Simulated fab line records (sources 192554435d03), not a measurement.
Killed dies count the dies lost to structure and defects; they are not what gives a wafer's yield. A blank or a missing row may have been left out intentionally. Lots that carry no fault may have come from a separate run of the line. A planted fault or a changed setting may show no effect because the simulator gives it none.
Split-lot study / flow n5_finfet / on a route of 1938 steps: 7 lots, 21 wafers read

## SPLIT DETAILS
At N5_DUMMY_GATE_COAT_09 (resist thk 30 nm), the setting spin_rpm was moved away from the recipe's 1500 rpm on 3 of the 21 wafers read, by -10.7% to +9.5%. For the rest of the wafers, this setting stayed at what the recipe calls for.

## FROM THE SPLIT TO THE READING: what the file shows between them, 2 steps
- N5_DUMMY_GATE_EBR_11
- N5_DUMMY_GATE_SOFTBAKE_10: time 60 s

## THE READING
CAR-EUV_of_DUMMY_GATE_COAT_09.thk_nm (the simulator's own value, which no gauge read), in nm, at N5_DUMMY_GATE_DESCUM_20 (chemistry O2, time 6.2 s). The file gives no usual value for it. Here, 18 wafers ran the recipe; their average is 26.5 nm with a standard deviation of 0.12 nm.

wafer=L085.1; tool, chamber at the split=litho_track-05, 0; spin_rpm as run, rpm=1500; against the recipe=recipe; CAR-EUV_of_DUMMY_GATE_COAT_09.thk_nm, nm=26.6; against lot-mates on the recipe=-
wafer=L085.2; tool, chamber at the split=litho_track-05, 0; spin_rpm as run, rpm=1500; against the recipe=recipe; CAR-EUV_of_DUMMY_GATE_COAT_09.thk_nm, nm=26.6; against lot-mates on the recipe=-
wafer=L085.6; tool, chamber at the split=litho_track-05, 0; spin_rpm as run, rpm=1642; against the recipe=+9.5%; CAR-EUV_of_DUMMY_GATE_COAT_09.thk_nm, nm=25.2; against lot-mates on the recipe=-1.4
wafer=L086.1; tool, chamber at the split=litho_track-02, 0; spin_rpm as run, rpm=1500; against the recipe=recipe; CAR-EUV_of_DUMMY_GATE_COAT_09.thk_nm, nm=26.4; against lot-mates on the recipe=-
wafer=L086.2; tool, chamber at the split=litho_track-02, 0; spin_rpm as run, rpm=1500; against the recipe=recipe; CAR-EUV_of_DUMMY_GATE_COAT_09.thk_nm, nm=26.4; against lot-mates on the recipe=-
wafer=L086.5; tool, chamber at the split=litho_track-02, 0; spin_rpm as run, rpm=1500; against the recipe=recipe; CAR-EUV_of_DUMMY_GATE_COAT_09.thk_nm, nm=26.4; against lot-mates on the recipe=-
wafer=L088.1; tool, chamber at the split=litho_track-04, 0; spin_rpm as run, rpm=1500; against the recipe=recipe; CAR-EUV_of_DUMMY_GATE_COAT_09.thk_nm, nm=26.6; against lot-mates on the recipe=-
wafer=L088.2; tool, chamber at the split=litho_track-04, 0; spin_rpm as run, rpm=1500; against the recipe=recipe; CAR-EUV_of_DUMMY_GATE_COAT_09.thk_nm, nm=26.4; against lot-mates on the recipe=-
wafer=L088.3; tool, chamber at the split=litho_track-04, 0; spin_rpm as run, rpm=1500; against the recipe=recipe; CAR-EUV_of_DUMMY_GATE_COAT_09.thk_nm, nm=26.4; against lot-mates on the recipe=-
wafer=L090.1; tool, chamber at the split=litho_track-05, 0; spin_rpm as run, rpm=1500; against the recipe=recipe; CAR-EUV_of_DUMMY_GATE_COAT_09.thk_nm, nm=26.6; against lot-mates on the recipe=-
wafer=L090.2; tool, chamber at the split=litho_track-05, 0; spin_rpm as run, rpm=1500; against the recipe=recipe; CAR-EUV_of_DUMMY_GATE_COAT_09.thk_nm, nm=26.4; against lot-mates on the recipe=-
wafer=L090.3; tool, chamber at the split=litho_track-05, 0; spin_rpm as run, rpm=1500; against the recipe=recipe; CAR-EUV_of_DUMMY_GATE_COAT_09.thk_nm, nm=26.4; against lot-mates on the recipe=-
wafer=L091.3; tool, chamber at the split=litho_track-05, 0; spin_rpm as run, rpm=1500; against the recipe=recipe; CAR-EUV_of_DUMMY_GATE_COAT_09.thk_nm, nm=26.2; against lot-mates on the recipe=-
wafer=L091.4; tool, chamber at the split=litho_track-05, 0; spin_rpm as run, rpm=1500; against the recipe=recipe; CAR-EUV_of_DUMMY_GATE_COAT_09.thk_nm, nm=26.4; against lot-mates on the recipe=-
wafer=L091.6; tool, chamber at the split=litho_track-05, 0; spin_rpm as run, rpm=1500; against the recipe=recipe; CAR-EUV_of_DUMMY_GATE_COAT_09.thk_nm, nm=26.4; against lot-mates on the recipe=-
wafer=L094.2; tool, chamber at the split=litho_track-02, 0; spin_rpm as run, rpm=1339; against the recipe=-10.7%; CAR-EUV_of_DUMMY_GATE_COAT_09.thk_nm, nm=28.2; against lot-mates on the recipe=+1.6
wafer=L094.5; tool, chamber at the split=litho_track-02, 0; spin_rpm as run, rpm=1500; against the recipe=recipe; CAR-EUV_of_DUMMY_GATE_COAT_09.thk_nm, nm=26.6; against lot-mates on the recipe=-
wafer=L094.6; tool, chamber at the split=litho_track-02, 0; spin_rpm as run, rpm=1500; against the recipe=recipe; CAR-EUV_of_DUMMY_GATE_COAT_09.thk_nm, nm=26.6; against lot-mates on the recipe=-
wafer=L096.3; tool, chamber at the split=litho_track-04, 0; spin_rpm as run, rpm=1500; against the recipe=recipe; CAR-EUV_of_DUMMY_GATE_COAT_09.thk_nm, nm=26.4; against lot-mates on the recipe=-
wafer=L096.4; tool, chamber at the split=litho_track-04, 0; spin_rpm as run, rpm=1500; against the recipe=recipe; CAR-EUV_of_DUMMY_GATE_COAT_09.thk_nm, nm=26.6; against lot-mates on the recipe=-
wafer=L096.5; tool, chamber at the split=litho_track-04, 0; spin_rpm as run, rpm=1585; against the recipe=+5.7%; CAR-EUV_of_DUMMY_GATE_COAT_09.thk_nm, nm=25.6; against lot-mates on the recipe=-0.9

THE FIT
A straight line over all 21 wafers: CAR-EUV_of_DUMMY_GATE_COAT_09.thk_nm changes by -0.15 nm for each +1% of spin_rpm; r = -0.98; the points scatter about the line by 0.12 nm.
The same after taking each lot's own level away (the mean of its wafers on the recipe; 21 wafers): -0.15 nm for each +1%; r = -0.99; scatter 0.074 nm.
Per that fit: largest spin_rpm move, reading shift of 1.6 nm.
The span of the lots' own levels, 26.33 to 26.60 nm, comes to 2.3 times the standard deviation stated above.
So the lot-to-lot level changes the slope little: the two slopes agree.
Check: with one of the wafers moved furthest among these (-10.7%) left out of the fit, the line predicts +1.62 nm for it against its lot-mates. It came out at +1.6 nm against them.

## ADDITIONAL SPLITS CARRIED BY THESE WAFERS
These wafers also went through other splits before the reading. Each is held against what the fit with the lots' levels taken away leaves over:
other split on the same wafers=N5_WELL_APT_COAT_02 spin_rpm; wafers away from the commonest value=9; r with CAR-EUV_of_DUMMY_GATE_COAT_09.thk_nm (lot level and that fit taken away)=-0.20
other split on the same wafers=N5_WELL_APT_EXPOSE_22 dose_mj; wafers away from the commonest value=2; r with CAR-EUV_of_DUMMY_GATE_COAT_09.thk_nm (lot level and that fit taken away)=+0.10
other split on the same wafers=N5_WELL_APT_PEB_23 peb_temp_c; wafers away from the commonest value=8; r with CAR-EUV_of_DUMMY_GATE_COAT_09.thk_nm (lot level and that fit taken away)=+0.08
other split on the same wafers=N5_FIN_SAQP_PEB_14 peb_time_s; wafers away from the commonest value=7; r with CAR-EUV_of_DUMMY_GATE_COAT_09.thk_nm (lot level and that fit taken away)=+0.17
other split on the same wafers=N5_FIN_SAQP_DEVELOP_15 develop_time_s; wafers away from the commonest value=7; r with CAR-EUV_of_DUMMY_GATE_COAT_09.thk_nm (lot level and that fit taken away)=+0.03
other split on the same wafers=N5_DUMMY_GATE_PECVD_30 time_s; wafers away from the commonest value=4; r with CAR-EUV_of_DUMMY_GATE_COAT_09.thk_nm (lot level and that fit taken away)=-0.13

## THE WHOLE CHAIN: every reading that the file lists as answering this split, in the file's order
step=N5_DUMMY_GATE_COAT_09; what it does=resist thk 30 nm; reading=CAR-EUV_of_DUMMY_GATE_COAT_09.thk_nm (the simulator's own value, which no gauge read); change (the file's fit)=-0.161 nm for each +1% of the setting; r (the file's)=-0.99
step=N5_DUMMY_GATE_DESCUM_20; what it does=chemistry O2, time 6.2 s; reading=CAR-EUV_of_DUMMY_GATE_COAT_09.thk_nm (the simulator's own value, which no gauge read); change (the file's fit)=-0.15 nm for each +1% of the setting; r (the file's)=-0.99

## THE FILE'S OWN FIT
CAR-EUV_of_DUMMY_GATE_COAT_09.thk_nm changes by -0.15 nm for each +1% of spin_rpm, r = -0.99.
